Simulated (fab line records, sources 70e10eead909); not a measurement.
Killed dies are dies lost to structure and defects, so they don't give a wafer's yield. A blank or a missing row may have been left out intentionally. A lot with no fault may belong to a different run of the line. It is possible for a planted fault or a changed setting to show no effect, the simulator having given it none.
Which tool was responsible?    flow nand-harc    Sampling: 14 lots, 42 wafers, 5 of 1302 route steps

WHAT THE GAUGES SHOWED, per wafer
NHARC_END_SORT_01. Usual: defect-limited-yield is 91.1 % with standard deviation 2.8, killed-at-array is 55 with standard deviation 19, killed-at-other is 0.9 with standard deviation 1.4, killed-at-periphery is 3.8 with standard deviation 2.9, killed-dies is 60 with standard deviation 19, killed-open is 3.3 with standard deviation 1.8, and killed-short is 2.6 with standard deviation 1.6.
lot   measured      on         defect-limited-yield (%)  killed-at-array  killed-at-other  killed-at-periphery  killed-dies  killed-open  killed-short  flag
L616  day 29 16:59  prober-02  88.5 89.2 87.9            70 67 77         3 1 1            5 5 4                78 73 82     7 4 3        1 1 1         
L618  day 30 02:23  prober-02  91.0                      55               1                5                    61           3            4             
L626  day 32 21:05  prober-02  4.6 4.7 4.9               66 62 61         577 581 580      3 2 3                646 645 644  5 2 4        4 3 5         OFF

EACH LOT AND THE TOOL THAT RAN IT (in order: tool; ch and the chambers of the sampled wafers; start)
lot   NHARC_THIN_TSV_DEP_43            NHARC_THIN_TSV_CMP_21          NHARC_THIN_TSV_PRE_CLEAN_54   NHARC_THIN_TSV_ETCH_59
L606  pecvd-01 ch 0,1,2, day 24 01:10  cmp-01 ch 0,1,3, day 24 06:31  pvd-sputter-02, day 24 07:00  rie-metal-02 ch 0,1, day 24 08:27
L605  pecvd-01 ch 0,1,2, day 24 09:37  cmp-01 ch 0,2,3, day 24 14:51  pvd-sputter-03, day 24 15:20  rie-metal-03 ch 0,1, day 24 16:36
L608  pecvd-01 ch 1,2, day 25 08:19    cmp-04 ch 0,1,3, day 25 13:29  pvd-sputter-02, day 25 13:59  rie-metal-03 ch 0,1, day 25 15:22
L609  pecvd-03 ch 0,1,2, day 25 16:20  cmp-01 ch 0,1,2, day 25 21:30  pvd-sputter-03, day 25 21:57  rie-metal-02 ch 0,1, day 25 23:14
L610  pecvd-03 ch 0,1,2, day 26 08:02  cmp-04 ch 0,1,2, day 26 13:16  pvd-sputter-02, day 26 13:48  rie-metal-03 ch 0,1, day 26 15:09
L611  pecvd-04 ch 0,1,2, day 26 09:13  cmp-01 ch 0,2, day 26 14:23    pvd-sputter-03, day 26 14:54  rie-metal-02 ch 0, day 26 16:10
L612  pecvd-04 ch 0,1,2, day 26 19:51  cmp-04 ch 0,1,3, day 27 01:05  pvd-sputter-02, day 27 01:37  rie-metal-02 ch 0,1, day 27 02:58
L617  pecvd-01 ch 0,1,2, day 28 02:44  cmp-03 ch 2,3, day 28 07:53    pvd-sputter-02, day 28 08:25  rie-metal-01 ch 0,1, day 28 09:38
L616  pecvd-04 ch 0,2, day 28 21:31    cmp-04 ch 0,1,3, day 29 02:35  pvd-sputter-03, day 29 03:05  rie-metal-02 ch 0,1, day 29 04:31
L618  pecvd-04 ch 0,2, day 29 10:30    cmp-03 ch 1,2,3, day 29 15:41  pvd-sputter-01, day 29 16:14  rie-metal-01 ch 0,1, day 29 17:35
L622  pecvd-03 ch 0,1,2, day 30 23:18  cmp-04 ch 0,1,2, day 31 04:26  pvd-sputter-01, day 31 04:58  rie-metal-02 ch 0,1, day 31 06:14
L626  pecvd-01 ch 0,1,2, day 32 02:54  cmp-03 ch 0,1,2, day 32 08:13  pvd-sputter-03, day 32 08:44  rie-metal-02 ch 0,1, day 32 10:06
L627  pecvd-04 ch 1,2, day 32 15:55    cmp-01 ch 1,2,3, day 32 21:08  pvd-sputter-02, day 32 21:38  rie-metal-01 ch 0,1, day 32 22:59
L628  pecvd-04 ch 0,1, day 34 02:13    cmp-04 ch 1,2, day 34 07:17    pvd-sputter-01, day 34 07:50  rie-metal-01 ch 0,1, day 34 09:11
- NHARC_THIN_TSV_DEP_43: deposits SiO2, target thk 1328.5 nm.
- NHARC_THIN_TSV_CMP_21: polishes, t overpolish 30 s, target thk 2000 nm.
- NHARC_THIN_TSV_PRE_CLEAN_54: time 30 s.
- NHARC_THIN_TSV_ETCH_59: etches the open film in Cl2/BCl3, target depth 880 nm, time 138.1 s.

AS READ BY THE TOOLS THEMSELVES (means over the sampled wafers that have a number; for cases with no such wafer, the mark the record gives instead)
NHARC_THIN_TSV_DEP_43. Usual: throttle-valve-pct 16.3 %, standard deviation 0.33.
lot   tool      throttle-valve-pct (%)  flag
L606  pecvd-01  16.4                    
L605  pecvd-01  16.5                    
L608  pecvd-01  16.5                    
L609  pecvd-03  16.0                    
L610  pecvd-03  16.0                    
L611  pecvd-04  16.4                    
L612  pecvd-04  16.3                    
L617  pecvd-01  16.5                    
L616  pecvd-04  16.1                    
L618  pecvd-04  16.3                    
L622  pecvd-03  16.3                    
L626  pecvd-01  16.3                    
L627  pecvd-04  16.2                    
L628  pecvd-04  16.2                    

NHARC_THIN_TSV_CMP_21. Usual: motor-current-A 11.9 A, standard deviation 1.3; overpolish-run-s 29.998 s, standard deviation 0.0087.
lot   tool    motor-current-A (A)  overpolish-run-s (s)  flag
L606  cmp-01  11.4                 29.995                
L605  cmp-01  11.7                 29.992                
L608  cmp-04  13.4                 29.998                
L609  cmp-01  10.8                 29.990                
L610  cmp-04  12.9                 29.995                
L611  cmp-01  11.0                 29.994                
L612  cmp-04  13.7                 29.999                
L617  cmp-03  11.5                 29.997                
L616  cmp-04  13.5                 29.996                
L618  cmp-03  11.5                 29.997                
L622  cmp-04  12.9                 30.012                
L626  cmp-03  10.7                 29.992                
L627  cmp-01  11.6                 29.994                
L628  cmp-04  13.4                 29.995                

NHARC_THIN_TSV_PRE_CLEAN_54. Usual: heater-power-w 428 W, standard deviation 52; susceptor-temp-C 280.00 C, standard deviation 0.2.
lot   tool            heater-power-w (W)  susceptor-temp-C (C)  flag
L606  pvd-sputter-02  427                 279.88                
L605  pvd-sputter-03  476                 280.05                
L608  pvd-sputter-02  444                 280.01                
L609  pvd-sputter-03  420                 280.01                
L610  pvd-sputter-02  424                 280.06                
L611  pvd-sputter-03  442                 279.93                
L612  pvd-sputter-02  439                 280.00                
L617  pvd-sputter-02  408                 -                     OFF
L616  pvd-sputter-03  491                 280.07                
L618  pvd-sputter-01  374                 -                     OFF
L622  pvd-sputter-01  412                 279.98                
L626  pvd-sputter-03  435                 -                     OFF
L627  pvd-sputter-02  413                 -                     OFF
L628  pvd-sputter-01  380                 279.87                

NHARC_THIN_TSV_ETCH_59. Usual: drypump-motor-current-A 5.9 A, standard deviation 0.4; oes-product-au 0.999 a.u., standard deviation 0.012; throttle-valve-pct 22.264 %, standard deviation 0.0093.
lot   tool          drypump-motor-current-A (A)  oes-product-au (a.u.)  throttle-valve-pct (%)  flag
L606  rie-metal-02  5.8                          0.992                  22.261                  
L605  rie-metal-03  6.2                          0.995                  22.265                  
L608  rie-metal-03  6.1                          1.000                  22.260                  
L609  rie-metal-02  5.8                          1.000                  22.260                  
L610  rie-metal-03  6.1                          0.999                  22.259                  
L611  rie-metal-02  6.3                          1.001                  22.267                  
L612  rie-metal-02  6.1                          0.999                  22.270                  
L617  rie-metal-01  5.4                          0.990                  22.260                  
L616  rie-metal-02  5.8                          0.986                  22.271                  
L618  rie-metal-01  5.4                          0.991                  22.264                  
L622  rie-metal-02  5.8                          0.916                  22.265                  OFF
L626  rie-metal-02  5.8                          0.913                  22.257                  OFF
L627  rie-metal-01  5.4                          0.997                  22.262                  
L628  rie-metal-01  5.4                          0.993                  22.265                  

THE ANSWER, worked out from the rows above alone
Rule: lot off if the mean of its wafers having a number is beyond 3 standard deviations from the usual mean. A lot without any number at a reading at which 4 lots or more have one is off too. Where the step has rows for the other lots, those lots are counted as sound. After the gauges, taken in route order, come the tools' own readings; for these a lot's mean is taken, as printed above. The first step at which some lot is off is used, and at that step the reading that is off furthest; a lot without a number counts as furthest.
Off, at NHARC_END_SORT_01 on killed-at-other: L626. Neither off nor sound, because the step has no rows for them: L606, L605, L608, L609, L610, L611, L612, L617, L622, L627, L628.
If a tool, at a process step before that reading, ran all the lots that are off and no sound lot after the first of them, it fits. The gauges at NHARC_END_SORT_01 aren't tried: what is off there is off at NHARC_THIN_TSV_PRE_CLEAN_54 too, on other tools, and a gauge's error can't cause that. Can't be told from this: 4 tools fit, pecvd-01 at NHARC_THIN_TSV_DEP_43, cmp-03 at NHARC_THIN_TSV_CMP_21, pvd-sputter-03 at NHARC_THIN_TSV_PRE_CLEAN_54, rie-metal-02 at NHARC_THIN_TSV_ETCH_59.

WHAT WAS PUT IN BY THE SIMULATOR
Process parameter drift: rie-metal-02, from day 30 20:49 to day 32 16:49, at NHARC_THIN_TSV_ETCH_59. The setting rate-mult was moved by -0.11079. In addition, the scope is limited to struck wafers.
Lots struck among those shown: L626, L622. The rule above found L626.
